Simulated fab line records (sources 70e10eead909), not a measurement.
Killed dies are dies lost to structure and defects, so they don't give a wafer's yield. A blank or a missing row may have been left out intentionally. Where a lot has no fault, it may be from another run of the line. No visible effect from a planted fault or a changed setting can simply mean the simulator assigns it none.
What tool caused it? -- flow nand harc -- 30 wafers from 10 lots sampled at 2 of the route's 1159 steps

## WHAT THE GAUGES READ, wafer by wafer
NHARC_P_STI_CD_MEAS_09: target cd 200 nm.
lot,measured,on,cd nm (nm)
L801,day 2 09:44,cd sem-01,196.6 195.9 198.6
L803,day 3 03:25,cd sem-01,196.0 197.4 196.2
L805,day 3 10:59,cd sem-03,202.1 199.2 198.1
L806,day 3 18:00,cd sem-01,200.4 197.7 198.7
L810,day 4 19:01,cd sem-02,197.9 199.0 198.2
L815,day 6 01:53,cd sem-03,63.1 64.8 63.4
L817,day 6 14:10,cd sem-01,103.8 100.9 100.2
L818,day 6 14:20,cd sem-02,198.7 198.7 199.8
L819,day 7 01:38,cd sem-03,199.4 201.9 200.8
L822,day 7 17:06,cd sem-01,200.4 199.7 198.6

## WHICH TOOL RAN EACH LOT (tool, then ch and the chambers of the sampled wafers, then the start)
lot,NHARC_P_STI_EXPOSE_06
L801,"krf scanner-04 ch 0, day 2 09:35"
L803,"krf scanner-04 ch 0, day 3 03:16"
L805,"krf scanner-04 ch 0, day 3 10:49"
L806,"krf scanner-04 ch 0, day 3 17:51"
L810,"krf scanner-04 ch 0, day 4 18:53"
L815,"krf scanner-02 ch 0, day 6 01:44"
L817,"krf scanner-02 ch 0, day 6 14:01"
L818,"krf scanner-04 ch 0, day 6 14:11"
L819,"krf scanner-04 ch 0, day 7 01:29"
L822,"krf scanner-03 ch 0, day 7 16:57"
- NHARC_P_STI_EXPOSE_06: exposes mask P STI, target cd 200 nm.

## THE ANSWER, worked out from the rows above alone
Rule: what is usual is taken from the lots themselves. The widest of any qualifying gaps counts: lots, ordered by their means at a reading, are off when they make up no more than a third of the lots, leave a main group of 4 or more, and stand apart from it by 3 or more times the standard deviation of that group's means. The tables above print the reading to a certain number of digits; a main group whose means all agree to those digits is not used. A lot without any number at a reading at which 4 lots or more have one is off too. Any other lot the step has rows for is counted as sound.
Off: L815, L817 (NHARC_P_STI_CD_MEAS_09, cd nm). The main group: mean 198.8 nm, standard deviation 1.3.
If a tool, at a process step before that reading, ran all the lots that are off and no sound lot after the first of them, it fits. Those tools and the gauges at NHARC_P_STI_CD_MEAS_09 are tried in the same way. One fits: NHARC_P_STI_EXPOSE_06 on krf scanner-02. It ran no sound lot before its first lot that is off in this sample, so the start can't be narrowed down.

## WHAT WAS PUT IN BY THE SIMULATOR
Process parameters drifting: krf scanner-02 at NHARC_P_STI_EXPOSE_06, beginning at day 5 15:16. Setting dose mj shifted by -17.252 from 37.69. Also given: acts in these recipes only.
Struck lots among those shown: L815, L817. The same result came from the rule above.
